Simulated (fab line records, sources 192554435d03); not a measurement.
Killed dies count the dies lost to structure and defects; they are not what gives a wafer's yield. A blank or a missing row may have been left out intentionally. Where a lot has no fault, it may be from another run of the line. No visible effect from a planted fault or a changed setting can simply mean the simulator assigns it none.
fab line records ; flow n5Finfet
[record] lots = 7; wafers = 39
route steps=1938 shown FIN_SAQP@102 FIN_CUT@169 DUMMY_GATE@228 SD_EPI_N@288 HKMG_FIN@395 BEOL_M4@1111
startH: hours from the record's opening day to when the first of the lot's shown wafers began ; waitH: hours from the lot's prior step to this one ; " as in the row above ; L1.1+2: several wafers, shown together as one row ; - either no value or no given start ; * or withheld: withheld ; < > ~ a bound
route shown NAME@n: names a module that has steps shown in the file, with the first one's number in the route ; usual: mean and standard deviation over wafers with no fault ; same: alike in all rows ; chamber/n: place in a boat ; sites: the reading at each site ; _std_site: the standard deviation of these ; _edge_site: mean of outer sites minus mean of inner sites ; radiusMm: for every site, how far away it sits from the centre of the wafer ; mask NAME#n: copy n ; behind: the most recent tool/chamber to have shaped the wafer ; hold: why the lot went on hold/how many hours it stayed there/how the hold came to an end ; device: the n, p or np transistor that did not switch ; end of line: tests run on the same wafers once the route is complete ; where a step has no rows: the recipe by itself ; killed: not the wafer's yield, but the dies lost to structure and defects at the first sort ; map: a wafer's dies, marking killed ones x, the rest . and places with no die _
set.NAME: the setting the step ran with; set.NAME@STEP: the setting that earlier step ran with ; model.NAME: the simulator's own value behind a step, which no gauge read
lots with deliberately changed settings; one table per step, one row per wafer
[[steps]]
[step N5_FIN_SAQP_HM_DEP_72]
[recipe] material = SiO2; targetThkA = 120; tempC = 400; precursor = SiH4/N2O; pressureTorr = 0.75; rfW = 275; timeS = 7.2
[step N5_FIN_SAQP_MANDREL_ETCH_22]
[recipe] targetDepthA = 600; chemistry = HBr/Cl2; target = a-Si; stopOn = SiNx; btTimeS = 10; overEtchFrac = 0.5; timeS = 30; pressureMtorr = 10; icpW = 800; biasW = 75; HBr_flow_sccm = 150; Cl2_flow_sccm = 80; ends = endPoint
[step N5_FIN_CUT_ETCH_21]
[recipe] chemistry = N2/H2; target = SOC; targetDepthA = 2190; overetchA = 438; maskMaterial = SiARC; tempC = 40; ionEnergyEv = 100; biasW = 61; timeS = 523.5; pressureMtorr = 30; sourceW = 850; n2FlowSccm = 200; h2FlowSccm = 200
[step N5_FIN_CUT_CUT_ETCH_26]
[recipe] chemistry = CH3F/O2; target = SiNx; targetDepthA = 390; maskMaterial = SOC; timeS = 55.7; pressureMtorr = 30; sourceW = 395; biasW = 73; Ar_flow_sccm = 150; CH3F_flow_sccm = 30; O2_flow_sccm = 20; ionEnergyEv = 120
[step N5_DUMMY_GATE_EXPOSE_12]
[recipe] maskId = GATE; na = 0.33; sourceShape = annular; sigmaInner = 0.2; sigmaOuter = 0.6; polarization = unpolarized; targetCdNm = 25; doseMj = 34
[step N5_DUMMY_GATE_ETCH_37]
[recipe] chemistry = N2/H2; target = SOC; targetDepthA = 600; overetchA = 300; tempC = 40; ionEnergyEv = 200; pressureMtorr = 30; sourceW = 840; biasW = 150; n2FlowSccm = 200; h2FlowSccm = 200
[step N5_SD_EPI_N_EPI_21]
[recipe] material = Si:P; dopant = P; tempC = 680; pressureTorr = 255; timeS = 690
[step N5_HKMG_FIN_EXPOSE_46]
[recipe] maskId = NDIPOLE; na = 1.35; sourceShape = conventional; sigmaOuter = 0.8; polarization = unpolarized; doseMj = 40
[step N5_BEOL_M4_RC_MEAS_101]
[usual] DIBL_N = 36.0/2; RS_SD_N = 28.4/0.44
lot.wafer;tool;chamber;startH;waitH;set.targetThkA@FIN_SAQP_HM_DEP_72;set.icpW@FIN_SAQP_MANDREL_ETCH_22;set.biasW@FIN_CUT_ETCH_21;set.targetDepthA@FIN_CUT_CUT_ETCH_26;set.doseMj@DUMMY_GATE_EXPOSE_12;set.sourceW@DUMMY_GATE_ETCH_37;set.tempC@SD_EPI_N_EPI_21;set.doseMj@HKMG_FIN_EXPOSE_46;DIBL_N[mV/V];RS_SD_N[ohm/sq]
L074.1;prober-01;0;166.62;0.0;112.9;748.8;61;413.3;34;840;680;40;37.7;28.1
L074.2;prober-01;0;166.62;0.0;120;800;51.68;413.3;34;840;680;37.48;37.9;28.7
L074.3;prober-01;0;166.62;0.0;112.9;800;51.68;390;34;840;680;37.48;34.9;28.4
L074.4;prober-01;0;166.62;0.0;120;748.8;51.68;390;34;840;680;40;36.3;28.4
L074.5;prober-01;0;166.62;0.0;120;800;61;390;34;840;680;40;36.7;28.2
L074.6;prober-01;0;166.62;0.0;112.9;748.8;61;413.3;34;840;680;37.48;36.6;28.4
L080.1;prober-02;0;199.85;0.0;104.1;927.2;61;390;32.45;840;684.7;37.94;33.5;26.1
L080.2;prober-02;0;199.85;0.0;104.1;800;61;422.5;34;840;684.7;37.94;32.4;26.0
L080.3;prober-02;0;199.85;0.0;104.1;800;61;390;34;840;680;37.94;35.9;27.9
L080.4;prober-02;0;199.85;0.0;120;800;61;422.5;32.45;840;680;40;32.3;28.0
L080.5;prober-02;0;199.85;0.0;120;927.2;61;390;34;840;684.7;40;36.4;26.2
L080.6;prober-02;0;199.85;0.0;120;927.2;61;422.5;32.45;840;680;40;32.9;28.0
L082.1;prober-02;0;212.35;0.0;120;646.8;61;440.3;31.88;761.6;680;40;31.2;28.2
L082.2;prober-02;0;212.35;0.0;120;800;56.49;440.3;34;840;680;40;39.8;28.2
L082.3;prober-02;0;212.35;0.0;120;800;61;390;31.88;840;680;37.47;31.0;27.9
L082.4;prober-02;0;212.35;0.0;120;646.8;61;390;34;761.6;680;37.47;34.7;28.0
L082.5;prober-02;0;212.35;0.0;120;800;56.49;390;34;761.6;680;40;38.4;27.8
L082.6;prober-02;0;212.35;0.0;120;646.8;56.49;440.3;31.88;840;680;37.47;28.3;27.9
L083.1;prober-01;0;216.26;0.0;120;800;61;390;34;840;680;40;35.4;28.7
L083.2;prober-01;0;216.26;0.0;120;800;61;390;34;840;680;40;37.5;28.3
L083.4;prober-01;0;216.26;0.0;120;800;61;390;34;840;680;40;35.8;28.4
L087.1;prober-01;0;242.90;0.0;125.1;800;52.9;357.8;34;701.1;675.9;37.93;32.7;30.4
L087.2;prober-01;0;242.90;0.0;125.1;800;61;390;34;840;675.9;37.93;35.7;29.7
L087.3;prober-01;0;242.90;0.0;120;800;61;357.8;34;701.1;680;40;36.8;28.2
L087.4;prober-01;0;242.90;0.0;120;800;52.9;357.8;34;840;675.9;40;35.6;30.1
L087.5;prober-01;0;242.90;0.0;125.1;800;52.9;390;34;840;680;40;35.3;28.4
L087.6;prober-01;0;242.90;0.0;120;800;61;390;34;701.1;680;37.93;34.8;28.1
L085.1;prober-02;0;249.46;0.0;120;737.4;61;390;34;840;680;40;33.3;27.5
L085.2;prober-02;0;249.46;0.0;120;737.4;61;429.5;34;713.9;680;40;34.8;27.4
L085.3;prober-02;0;249.46;0.0;120;800;61;429.5;35.51;713.9;680;40;36.2;27.6
L085.4;prober-02;0;249.46;0.0;120;800;61;390;34;840;680;37.06;36.6;28.1
L085.5;prober-02;0;249.46;0.0;120;737.4;61;390;35.51;713.9;680;37.06;39.0;27.8
L085.6;prober-02;0;249.46;0.0;120;800;61;429.5;35.51;840;680;37.06;38.2;27.9
L092.1;prober-02;0;272.75;0.0;120;800;71.28;390;34;840;681.6;40;33.8;28.2
L092.2;prober-02;0;272.75;0.0;120;800;61;390;31.69;840;680;40;35.2;29.5
L092.3;prober-02;0;272.75;0.0;120;952.2;71.28;430.9;31.69;840;680;40;32.0;29.1
L092.4;prober-02;0;272.75;0.0;120;952.2;61;430.9;34;840;680;40;41.3;28.8
L092.5;prober-02;0;272.75;0.0;120;952.2;61;390;31.69;840;681.6;40;35.8;28.2
L092.6;prober-02;0;272.75;0.0;120;800;71.28;430.9;34;840;681.6;40;34.3;28.3
[[key]]
[split] step = N5_FIN_SAQP_HM_DEP_72; setting = targetThkA; statedAs = 120
response none clear
[split] step = N5_FIN_SAQP_MANDREL_ETCH_22; setting = icpW; statedAs = 800
response none clear
[split] step = N5_FIN_CUT_ETCH_21; setting = biasW; statedAs = 61
response none clear
[split] step = N5_FIN_CUT_CUT_ETCH_26; setting = targetDepthA; statedAs = 390
response none clear
[split] step = N5_DUMMY_GATE_EXPOSE_12; setting = doseMj; statedAs = 34
[response] step = N5_BEOL_M4_RC_MEAS_101; reading = DIBL_N; slope = +0.696; per = 1%; togetherWith = all; explained = 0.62
[split] step = N5_DUMMY_GATE_ETCH_37; setting = sourceW; statedAs = 840
response none clear
[split] step = N5_SD_EPI_N_EPI_21; setting = tempC; statedAs = 680
[response] step = N5_BEOL_M4_RC_MEAS_101; reading = RS_SD_N; slope = -2.78; per = 1%; togetherWith = all; explained = 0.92
[split] step = N5_HKMG_FIN_EXPOSE_46; setting = doseMj; statedAs = 40
response none clear
